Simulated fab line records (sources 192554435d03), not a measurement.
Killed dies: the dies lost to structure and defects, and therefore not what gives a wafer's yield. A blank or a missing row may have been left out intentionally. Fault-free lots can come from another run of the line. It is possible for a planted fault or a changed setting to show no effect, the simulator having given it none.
Lot-split experiment / flow n5-finfet / 39 wafers read from 7 lots, route of 1938 steps

## ON THE SPLIT
At N5_PASSIVATION_ETCH_59 (etches TaN in Cl2/BCl3, target depth 65 nm, time 34.9 s), the setting time-s was moved away from the recipe's 34.9 s on 12 of the 39 wafers read, by -40.0% to +58.1%. For the rest of the wafers, this setting stayed at what the recipe calls for.

The split's own step is where the reading is taken.

## THE READING
etch.depth-nm (the simulator's own value, which no gauge read), in nm, at N5_PASSIVATION_ETCH_59 (etches TaN in Cl2/BCl3, target depth 65 nm, time 34.9 s). The file does not state a usual value for it. Here, 27 wafers ran the recipe; their average is 66.18 nm with a standard deviation of 1.7 nm.

wafer=L079.1; tool, chamber at the split=rie-metal-03, 1; time-s as run, s=34.9; against the recipe=recipe; etch.depth-nm, nm=69.26; against lot-mates on the recipe=-
wafer=L079.3; tool, chamber at the split=rie-metal-03, 0; time-s as run, s=34.9; against the recipe=recipe; etch.depth-nm, nm=65.08; against lot-mates on the recipe=-
wafer=L079.6; tool, chamber at the split=rie-metal-03, 1; time-s as run, s=34.9; against the recipe=recipe; etch.depth-nm, nm=69.47; against lot-mates on the recipe=-
wafer=L081.1; tool, chamber at the split=rie-metal-02, 0; time-s as run, s=34.9; against the recipe=recipe; etch.depth-nm, nm=64.59; against lot-mates on the recipe=-
wafer=L081.2; tool, chamber at the split=rie-metal-02, 1; time-s as run, s=34.9; against the recipe=recipe; etch.depth-nm, nm=65.91; against lot-mates on the recipe=-
wafer=L081.3; tool, chamber at the split=rie-metal-02, 1; time-s as run, s=34.9; against the recipe=recipe; etch.depth-nm, nm=65.4; against lot-mates on the recipe=-
wafer=L081.4; tool, chamber at the split=rie-metal-02, 0; time-s as run, s=29.57; against the recipe=-15.3%; etch.depth-nm, nm=54.43; against lot-mates on the recipe=-10.87
wafer=L081.5; tool, chamber at the split=rie-metal-02, 1; time-s as run, s=29.57; against the recipe=-15.3%; etch.depth-nm, nm=55.67; against lot-mates on the recipe=-9.63
wafer=L081.6; tool, chamber at the split=rie-metal-02, 0; time-s as run, s=29.57; against the recipe=-15.3%; etch.depth-nm, nm=54.16; against lot-mates on the recipe=-11.14
wafer=L084.1; tool, chamber at the split=rie-metal-01, 1; time-s as run, s=55.19; against the recipe=+58.1%; etch.depth-nm, nm=99.4; against lot-mates on the recipe=+34.49
wafer=L084.2; tool, chamber at the split=rie-metal-01, 0; time-s as run, s=34.9; against the recipe=recipe; etch.depth-nm, nm=65.98; against lot-mates on the recipe=-
wafer=L084.3; tool, chamber at the split=rie-metal-01, 0; time-s as run, s=34.9; against the recipe=recipe; etch.depth-nm, nm=66.22; against lot-mates on the recipe=-
wafer=L084.4; tool, chamber at the split=rie-metal-01, 1; time-s as run, s=55.19; against the recipe=+58.1%; etch.depth-nm, nm=98.83; against lot-mates on the recipe=+33.92
wafer=L084.5; tool, chamber at the split=rie-metal-01, 1; time-s as run, s=34.9; against the recipe=recipe; etch.depth-nm, nm=62.54; against lot-mates on the recipe=-
wafer=L084.6; tool, chamber at the split=rie-metal-01, 0; time-s as run, s=55.19; against the recipe=+58.1%; etch.depth-nm, nm=104; against lot-mates on the recipe=+39.09
wafer=L085.1; tool, chamber at the split=rie-metal-03, 0; time-s as run, s=20.93; against the recipe=-40.0%; etch.depth-nm, nm=39.35; against lot-mates on the recipe=-28.42
wafer=L085.2; tool, chamber at the split=rie-metal-03, 1; time-s as run, s=20.93; against the recipe=-40.0%; etch.depth-nm, nm=41.26; against lot-mates on the recipe=-26.51
wafer=L085.3; tool, chamber at the split=rie-metal-03, 1; time-s as run, s=34.9; against the recipe=recipe; etch.depth-nm, nm=68.51; against lot-mates on the recipe=-
wafer=L085.4; tool, chamber at the split=rie-metal-03, 0; time-s as run, s=34.9; against the recipe=recipe; etch.depth-nm, nm=66.02; against lot-mates on the recipe=-
wafer=L085.5; tool, chamber at the split=rie-metal-03, 1; time-s as run, s=34.9; against the recipe=recipe; etch.depth-nm, nm=68.79; against lot-mates on the recipe=-
wafer=L085.6; tool, chamber at the split=rie-metal-03, 0; time-s as run, s=20.93; against the recipe=-40.0%; etch.depth-nm, nm=39.27; against lot-mates on the recipe=-28.50
wafer=L091.1; tool, chamber at the split=rie-metal-03, 0; time-s as run, s=28.05; against the recipe=-19.6%; etch.depth-nm, nm=52.56; against lot-mates on the recipe=-15.24
wafer=L091.2; tool, chamber at the split=rie-metal-03, 1; time-s as run, s=34.9; against the recipe=recipe; etch.depth-nm, nm=69.14; against lot-mates on the recipe=-
wafer=L091.3; tool, chamber at the split=rie-metal-03, 0; time-s as run, s=34.9; against the recipe=recipe; etch.depth-nm, nm=65.62; against lot-mates on the recipe=-
wafer=L091.4; tool, chamber at the split=rie-metal-03, 1; time-s as run, s=28.05; against the recipe=-19.6%; etch.depth-nm, nm=55.1; against lot-mates on the recipe=-12.70
wafer=L091.5; tool, chamber at the split=rie-metal-03, 0; time-s as run, s=28.05; against the recipe=-19.6%; etch.depth-nm, nm=52.77; against lot-mates on the recipe=-15.03
wafer=L091.6; tool, chamber at the split=rie-metal-03, 1; time-s as run, s=34.9; against the recipe=recipe; etch.depth-nm, nm=68.64; against lot-mates on the recipe=-
wafer=L088.1; tool, chamber at the split=rie-metal-02, 1; time-s as run, s=34.9; against the recipe=recipe; etch.depth-nm, nm=66.08; against lot-mates on the recipe=-
wafer=L088.2; tool, chamber at the split=rie-metal-02, 0; time-s as run, s=34.9; against the recipe=recipe; etch.depth-nm, nm=64.81; against lot-mates on the recipe=-
wafer=L088.5; tool, chamber at the split=rie-metal-02, 0; time-s as run, s=34.9; against the recipe=recipe; etch.depth-nm, nm=64.81; against lot-mates on the recipe=-
wafer=L088.3; tool, chamber at the split=rie-metal-02, 1; time-s as run, s=34.9; against the recipe=recipe; etch.depth-nm, nm=65.87; against lot-mates on the recipe=-
wafer=L088.4; tool, chamber at the split=rie-metal-02, 0; time-s as run, s=34.9; against the recipe=recipe; etch.depth-nm, nm=65.02; against lot-mates on the recipe=-
wafer=L088.6; tool, chamber at the split=rie-metal-02, 1; time-s as run, s=34.9; against the recipe=recipe; etch.depth-nm, nm=65.93; against lot-mates on the recipe=-
wafer=L095.1; tool, chamber at the split=rie-metal-02, 0; time-s as run, s=34.9; against the recipe=recipe; etch.depth-nm, nm=65.19; against lot-mates on the recipe=-
wafer=L095.2; tool, chamber at the split=rie-metal-02, 1; time-s as run, s=34.9; against the recipe=recipe; etch.depth-nm, nm=65.97; against lot-mates on the recipe=-
wafer=L095.3; tool, chamber at the split=rie-metal-02, 0; time-s as run, s=34.9; against the recipe=recipe; etch.depth-nm, nm=64.48; against lot-mates on the recipe=-
wafer=L095.4; tool, chamber at the split=rie-metal-02, 1; time-s as run, s=34.9; against the recipe=recipe; etch.depth-nm, nm=66.07; against lot-mates on the recipe=-
wafer=L095.5; tool, chamber at the split=rie-metal-02, 1; time-s as run, s=34.9; against the recipe=recipe; etch.depth-nm, nm=66.05; against lot-mates on the recipe=-
wafer=L095.6; tool, chamber at the split=rie-metal-02, 0; time-s as run, s=34.9; against the recipe=recipe; etch.depth-nm, nm=65.35; against lot-mates on the recipe=-

FIT RESULTS
A straight line over all 39 wafers: etch.depth-nm changes by +0.621 nm for each +1% of time-s; r = +0.99; the points scatter about the line by 1.8 nm.
The same after taking each lot's own level away (the mean of its wafers on the recipe; 39 wafers): +0.648 nm for each +1%; r = +0.99; scatter 1.5 nm.
The reading moves by 38 nm for the largest change in time-s, on that fit.
The span of the lots' own levels, 64.913 to 67.937 nm, comes to 1.8 times the standard deviation stated above.
Consequently the slope shifts little with the lot-to-lot level, the two slopes agreeing.
Check: +38.1 nm against its lot-mates is what the line predicts for one of the wafers moved furthest among these (+58.1%) when that wafer is left out of the fit. It came out at +34.5 nm against them.

## OTHER SPLITS APPLIED TO THESE WAFERS
Before the reading, these wafers also passed through other splits. Each is held against what the fit with the lots' levels taken away leaves over:
other split on the same wafers=N5_BEOL_M8_ILD_DEP_00 target-thk-a; wafers away from the commonest value=15; r with etch.depth-nm (lot level and that fit taken away)=+0.04
other split on the same wafers=N5_BEOL_M11_ILD_DEP_00 target-thk-a; wafers away from the commonest value=12; r with etch.depth-nm (lot level and that fit taken away)=-0.18
other split on the same wafers=N5_BEOL_M13_DESCUM_33 time-s; wafers away from the commonest value=15; r with etch.depth-nm (lot level and that fit taken away)=-0.15
other split on the same wafers=N5_BEOL_M13_DEP_53 time-s; wafers away from the commonest value=15; r with etch.depth-nm (lot level and that fit taken away)=+0.23

## THE FILE'S OWN FIT
etch.depth-nm changes by +0.65 nm for each +1% of time-s, r = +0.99.
